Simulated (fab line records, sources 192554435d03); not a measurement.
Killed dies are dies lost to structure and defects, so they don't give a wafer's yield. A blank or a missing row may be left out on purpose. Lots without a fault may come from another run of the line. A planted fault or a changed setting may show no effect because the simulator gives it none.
Which tool did it? | flow n5_finfet | 13 lots, 31 wafers sampled, at 4 steps of a route of 1938

WHAT THE GAUGES READ, wafer by wafer
N5_BEOL_M5_THK_MEAS_01.
lot  | measured     | on            | M5_ILD_THK (nm)
L864 | day 8 09:16  | film_metro-01 | 122.0 122.4 124.2
L865 | day 8 19:39  | film_metro-02 | 119.9 120.6
L867 | day 10 14:02 | film_metro-02 | 116.4 120.2
L868 | day 10 18:43 | film_metro-01 | 121.9 124.9
L873 | day 11 04:16 | film_metro-01 | 120.8 121.0 123.3
L871 | day 11 09:02 | film_metro-02 | 119.0 120.2 121.8
L870 | day 11 10:59 | film_metro-01 | 117.5 117.3 119.9
L869 | day 11 18:20 | film_metro-02 | 121.3 119.1
L872 | day 11 20:43 | film_metro-02 | 119.1 121.7
L874 | day 12 09:32 | film_metro-01 | 120.8 122.5
L876 | day 12 13:41 | film_metro-01 | 118.2 119.5
L880 | day 14 11:23 | film_metro-02 | 118.5 119.5 123.8
L887 | day 15 15:00 | film_metro-01 | 119.6 120.5

WHICH TOOL RAN EACH LOT (tool, then ch and the chambers of the sampled wafers, then the start)
lot  | N5_BEOL_M4_SPUTTER_88        | N5_BEOL_M4_SPUTTER_96        | N5_BEOL_M5_ILD_DEP_00
L864 | pvd_sputter-03, day 8 05:24  | pvd_sputter-03, day 8 06:17  | pecvd-04 ch 0,1,2, day 8 08:41
L865 | pvd_sputter-03, day 8 15:55  | pvd_sputter-03, day 8 16:48  | pecvd-03 ch 0,1, day 8 19:04
L867 | pvd_sputter-02, day 10 10:08 | pvd_sputter-02, day 10 11:01 | pecvd-02 ch 0, day 10 13:05
L868 | pvd_sputter-03, day 10 15:07 | pvd_sputter-03, day 10 16:00 | pecvd-04 ch 0,2, day 10 18:08
L873 | pvd_sputter-02, day 11 00:44 | pvd_sputter-02, day 11 01:37 | pecvd-04 ch 0,1,2, day 11 03:41
L871 | pvd_sputter-02, day 11 05:30 | pvd_sputter-02, day 11 06:23 | pecvd-02 ch 1,2, day 11 08:28
L870 | pvd_sputter-03, day 11 06:56 | pvd_sputter-03, day 11 07:49 | pecvd-02 ch 0,1,2, day 11 09:56
L869 | pvd_sputter-03, day 11 14:24 | pvd_sputter-03, day 11 15:17 | pecvd-04 ch 0,1, day 11 17:46
L872 | pvd_sputter-01, day 11 17:11 | pvd_sputter-01, day 11 18:04 | pecvd-03 ch 1,2, day 11 20:08
L874 | pvd_sputter-02, day 12 06:00 | pvd_sputter-02, day 12 06:53 | pecvd-04 ch 0,1, day 12 08:57
L876 | pvd_sputter-03, day 12 10:08 | pvd_sputter-03, day 12 11:01 | pecvd-02 ch 0, day 12 13:07
L880 | pvd_sputter-03, day 14 07:52 | pvd_sputter-03, day 14 08:44 | pecvd-02 ch 0,1,2, day 14 10:48
L887 | pvd_sputter-01, day 15 10:43 | pvd_sputter-01, day 15 11:35 | pecvd-04 ch 1, day 15 14:25
- N5_BEOL_M4_SPUTTER_88: material Cu, target thk 4.5 nm, time 8.29 s.
- N5_BEOL_M4_SPUTTER_96: material Cu, target thk 4.5 nm, time 8.29 s.
- N5_BEOL_M5_ILD_DEP_00: deposits SiCOH lowk from DEMS/porogen, target thk 140.64 nm, time 25.9 s.

WHAT THE TOOLS THEMSELVES READ (means of the sampled wafers that have a number; where no wafer has one, the mark that the record gives instead)
N5_BEOL_M4_SPUTTER_88.
lot  | tool           | chamber_pressure_pa (Pa) | throttle_valve_pct (%)
L864 | pvd_sputter-03 | 0.07010                  | 28.9
L865 | pvd_sputter-03 | 0.06996                  | 28.9
L867 | pvd_sputter-02 | 0.07012                  | 30.1
L868 | pvd_sputter-03 | 0.06989                  | 29.1
L873 | pvd_sputter-02 | 0.06998                  | 30.6
L871 | pvd_sputter-02 | 0.07001                  | 30.1
L870 | pvd_sputter-03 | 0.06987                  | 28.8
L869 | pvd_sputter-03 | 0.07020                  | 28.8
L872 | pvd_sputter-01 | 0.06993                  | 32.8
L874 | pvd_sputter-02 | 0.07012                  | 31.2
L876 | pvd_sputter-03 | 0.07015                  | 28.4
L880 | pvd_sputter-03 | 0.07004                  | 29.0
L887 | pvd_sputter-01 | 0.06990                  | 31.1

N5_BEOL_M4_SPUTTER_96.
lot  | tool           | chamber_pressure_pa (Pa) | throttle_valve_pct (%)
L864 | pvd_sputter-03 | 0.07                     | 28.9
L865 | pvd_sputter-03 | 0.07                     | 29.2
L867 | pvd_sputter-02 | 0.07                     | 30.1
L868 | pvd_sputter-03 | 0.07                     | 29.3
L873 | pvd_sputter-02 | 0.07                     | 30.4
L871 | pvd_sputter-02 | 0.07                     | 30.0
L870 | pvd_sputter-03 | 0.07                     | 28.8
L869 | pvd_sputter-03 | 0.07                     | 28.9
L872 | pvd_sputter-01 | 0.07                     | 32.9
L874 | pvd_sputter-02 | 0.07                     | 31.2
L876 | pvd_sputter-03 | 0.07                     | 28.4
L880 | pvd_sputter-03 | 0.07                     | 29.1
L887 | pvd_sputter-01 | 0.07                     | 30.8

N5_BEOL_M5_ILD_DEP_00.
lot  | tool     | heater_power_w (W) | rf_fwd_power_W (W) | showerhead_plenum_p_Torr (Torr) | susceptor_temp_C (C) | throttle_valve_pct (%)
L864 | pecvd-04 | 341                | 496.3              | 5.730                           | 299.88               | 13.8
L865 | pecvd-03 | 269                | 495.6              | 5.755                           | 300.01               | 13.9
L867 | pecvd-02 | 350                | 496.3              | 5.752                           | 300.24               | 13.6
L868 | pecvd-04 | 362                | 494.8              | 5.726                           | 299.89               | 13.2
L873 | pecvd-04 | 334                | 495.8              | 5.729                           | 299.87               | 13.8
L871 | pecvd-02 | 299                | 496.4              | 5.743                           | 300.08               | 13.8
L870 | pecvd-02 | 303                | 496.6              | 5.749                           | 300.00               | 14.1
L869 | pecvd-04 | 352                | 494.9              | 5.737                           | 299.96               | 14.4
L872 | pecvd-03 | 288                | 496.1              | 5.742                           | 299.82               | 13.9
L874 | pecvd-04 | 346                | 495.6              | 5.745                           | 300.06               | 14.2
L876 | pecvd-02 | 302                | 496.6              | 5.766                           | 299.71               | 13.9
L880 | pecvd-02 | 316                | 496.5              | 5.745                           | 301.04               | 13.9
L887 | pecvd-04 | 289                | 493.3              | 5.755                           | 300.02               | 15.3

THE ANSWER, worked out from the rows above alone
Rule: what is usual is taken from the lots themselves. Put in order of their means at a reading, lots are off if they are a third of the lots or fewer, leave a main group of 4 or more, and stand apart from it by a gap of 3 or more times the standard deviation of the main group's means; of several such gaps the widest counts. A main group whose means are all the same, to the digits that the tables above print for the reading, isn't used. A lot without any number at a reading at which 4 lots or more have one is off too. The other lots that the step has rows for count as sound. The gauges are gone through in route order, then the tools' own readings, and for those a lot's mean is taken as printed above. The first step at which some lot is off is used, and at that step the reading that is off furthest; a lot without a number counts as furthest.
Off: L880, at N5_BEOL_M5_ILD_DEP_00 (susceptor_temp_C). The main group: mean 299.96 C, standard deviation 0.13.
A tool fits if, at that step or a process step before it, it ran every lot that is off, and no sound lot after the first of them. Can't be told from this: 2 tools fit, pvd_sputter-03 at N5_BEOL_M4_SPUTTER_88 and N5_BEOL_M4_SPUTTER_96, pecvd-02 at N5_BEOL_M5_ILD_DEP_00.

WHAT THE SIMULATOR HAD PUT IN
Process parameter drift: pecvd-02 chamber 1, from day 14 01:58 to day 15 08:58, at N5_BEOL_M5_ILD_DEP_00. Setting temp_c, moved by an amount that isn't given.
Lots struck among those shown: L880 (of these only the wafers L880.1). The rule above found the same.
